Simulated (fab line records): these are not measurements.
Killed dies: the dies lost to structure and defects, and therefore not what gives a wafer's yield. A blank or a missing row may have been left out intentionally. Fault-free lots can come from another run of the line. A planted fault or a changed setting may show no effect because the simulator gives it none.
Split-lot trial | flow n5-finfet | route with 1938 steps; 7 lots, 39 wafers read

== THE SPLIT ITSELF ==
At N5_BEOL_M2_TRENCH_ETCH_37 (etches SiOC in C4F6/O2, target depth 55.555 nm, time 29.2 s), the setting time-s was moved away from the recipe's 29.2 s on 15 of the 39 wafers read, by -60.0% to -30.7%. This setting was run at the recipe's value on the other wafers.

== FROM THE SPLIT TO THE READING: what the file shows between them, 8 steps ==
- N5_BEOL_M2_ETCH_41: etches SiCN in CH3F/O2, target depth 29.9 nm, time 52.5 s
- N5_BEOL_M2_STRIP_97: strips in N2/H2, time 10 s
- N5_BEOL_M2_OCD_MEAS_38
- N5_BEOL_M2_HM_STRIP_39: strips TiN in peroxide tin strip, target depth 25 nm, time 158 s
- N5_BEOL_M2_SRD_40: time 30 s
- N5_BEOL_M2_ECD_50: material Cu, target thk 300 nm
- N5_BEOL_M2_ANNEAL_51: time 90 s
- N5_BEOL_M2_CMP_52: polishes, stops on SiOC, t overpolish 6.8 s, target thk 40 nm

== THE READING ==
M2_THK, in nm, at N5_BEOL_M2_THK_MEAS_53 (measures by xrf). Fault-free wafers of this fab line usually give 39.4 nm, standard deviation 1.1 nm.

wafer  | tool, chamber at the split | time-s as run, s | against the recipe | M2_THK, nm | against lot-mates on the recipe
L075.1 | rie-diel-05, 0             | 29.2             | recipe             | 39.1       | -
L075.2 | rie-diel-05, 2             | 29.2             | recipe             | 38.3       | -
L075.3 | rie-diel-05, 1             | 29.2             | recipe             | 39.2       | -
L075.4 | rie-diel-05, 3             | 29.2             | recipe             | 40.4       | -
L075.5 | rie-diel-05, 0             | 29.2             | recipe             | 38.9       | -
L075.6 | rie-diel-05, 3             | 29.2             | recipe             | 38.8       | -
L079.1 | rie-diel-01, 3             | 18.57            | -36.4%             | 19.5       | -20.3
L079.2 | rie-diel-01, 1             | 18.57            | -36.4%             | 19.7       | -20.1
L079.3 | rie-diel-01, 2             | 18.57            | -36.4%             | 21.0       | -18.8
L079.4 | rie-diel-01, 3             | 29.2             | recipe             | 39.7       | -
L079.5 | rie-diel-01, 1             | 29.2             | recipe             | 39.2       | -
L079.6 | rie-diel-01, 2             | 29.2             | recipe             | 40.5       | -
L082.1 | rie-diel-05, 3             | 20.24            | -30.7%             | 21.3       | -16.7
L082.2 | rie-diel-05, 2             | 29.2             | recipe             | 36.9       | -
L082.3 | rie-diel-05, 0             | 20.24            | -30.7%             | 22.7       | -15.3
L082.4 | rie-diel-05, 2             | 29.2             | recipe             | 38.9       | -
L082.5 | rie-diel-05, 0             | 29.2             | recipe             | 38.3       | -
L082.6 | rie-diel-05, 3             | 20.24            | -30.7%             | 21.8       | -16.2
L084.4 | rie-diel-05, 2             | 29.2             | recipe             | 37.5       | -
L084.5 | rie-diel-05, 0             | 29.2             | recipe             | 38.2       | -
L084.6 | rie-diel-05, 3             | 29.2             | recipe             | 37.4       | -
L085.1 | rie-diel-01, 1             | 16.57            | -43.3%             | 16.4       | -22.8
L085.2 | rie-diel-01, 0             | 29.2             | recipe             | 39.4       | -
L085.3 | rie-diel-01, 2             | 29.2             | recipe             | 39.8       | -
L085.4 | rie-diel-01, 3             | 16.57            | -43.3%             | 14.9       | -24.3
L085.5 | rie-diel-01, 2             | 16.57            | -43.3%             | 16.0       | -23.2
L085.6 | rie-diel-01, 1             | 29.2             | recipe             | 38.4       | -
L087.1 | rie-diel-01, 0             | 29.2             | recipe             | 39.9       | -
L087.2 | rie-diel-01, 3             | 11.68            | -60.0%             | 7.3        | -33.1
L087.3 | rie-diel-01, 1             | 29.2             | recipe             | 39.3       | -
L087.4 | rie-diel-01, 2             | 29.2             | recipe             | 42.1       | -
L087.5 | rie-diel-01, 3             | 11.68            | -60.0%             | 7.1        | -33.3
L087.6 | rie-diel-01, 2             | 11.68            | -60.0%             | 8.4        | -32.0
L096.1 | rie-diel-01, 3             | 29.2             | recipe             | 41.1       | -
L096.2 | rie-diel-01, 0             | 29.2             | recipe             | 41.4       | -
L096.3 | rie-diel-01, 2             | 16.31            | -44.1%             | 15.1       | -25.5
L096.4 | rie-diel-01, 1             | 16.31            | -44.1%             | 13.5       | -27.1
L096.5 | rie-diel-01, 1             | 29.2             | recipe             | 39.3       | -
L096.6 | rie-diel-01, 2             | 16.31            | -44.1%             | 15.9       | -24.7

THE FIT
A straight line over all 39 wafers: M2_THK changes by +0.538 nm for each +1% of time-s; r = +1.00; the points scatter about the line by 1.1 nm.
The same after taking each lot's own level away (the mean of its wafers on the recipe; 39 wafers): +0.551 nm for each +1%; r = +1.00; scatter 0.91 nm.
Per that fit: largest time-s move, reading shift of 33 nm.
Across the lots, their own levels run from 37.70 to 40.60 nm, a range of 2.6 times the standard deviation given above.
The two slopes are in agreement: the lot-to-lot level therefore moves the slope only a little.
Check: with one of the wafers moved furthest among these (-60.0%) left out of the fit, the line predicts -33 nm for it against its lot-mates. Against them it came out at -33.1 nm.

== THE WHOLE CHAIN: every reading that the file lists as answering this split, in the file's order ==
step                      | what it does                                                  | reading                                                                          | change (the file's fit)                                                              | r (the file's)
N5_BEOL_M2_TRENCH_ETCH_37 | etches SiOC in C4F6/O2, target depth 55.555 nm, time 29.2 s   | BEOL_M2.feature-depth-nm (the simulator's own value, which no gauge read)        | +0.548 nm for each +1% of the setting                                                | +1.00
N5_BEOL_M2_TRENCH_ETCH_37 | etches SiOC in C4F6/O2, target depth 55.555 nm, time 29.2 s   | etch.depth-nm (the simulator's own value, which no gauge read)                   | +0.548 nm for each +1% of the setting                                                | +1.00
N5_BEOL_M2_TRENCH_ETCH_37 | etches SiOC in C4F6/O2, target depth 55.555 nm, time 29.2 s   | TiN_of_BEOL_M2_HM_DEP_02.thk-nm (the simulator's own value, which no gauge read) | -0.0222 nm for each +1% of the setting                                               | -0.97
N5_BEOL_M2_OCD_MEAS_38    |                                                               | trench-depth-nm                                                                  | +0.545 nm for each +1% of the setting                                                | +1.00
N5_BEOL_M2_CMP_52         | polishes, stops on SiOC, t overpolish 6.8 s, target thk 40 nm | Cu_of_BEOL_M2_ECD_50.thk-nm (the simulator's own value, which no gauge read)     | +0.553 nm for each +1% of the setting                                                | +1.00
N5_BEOL_M2_THK_MEAS_53    | measures by xrf                                               | M2_THK                                                                           | +0.551 for each +1% of the setting                                                   | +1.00
N5_BEOL_M2_RS_MEAS_58     | measures by four-point-probe                                  | M2_RS                                                                            | not straight: 6.930 at the lowest setting, 0.683 at the recipe, 0.683 at the highest | not given

== THE FILE'S OWN FIT ==
M2_THK changes by +0.551 nm for each +1% of time-s, r = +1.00.
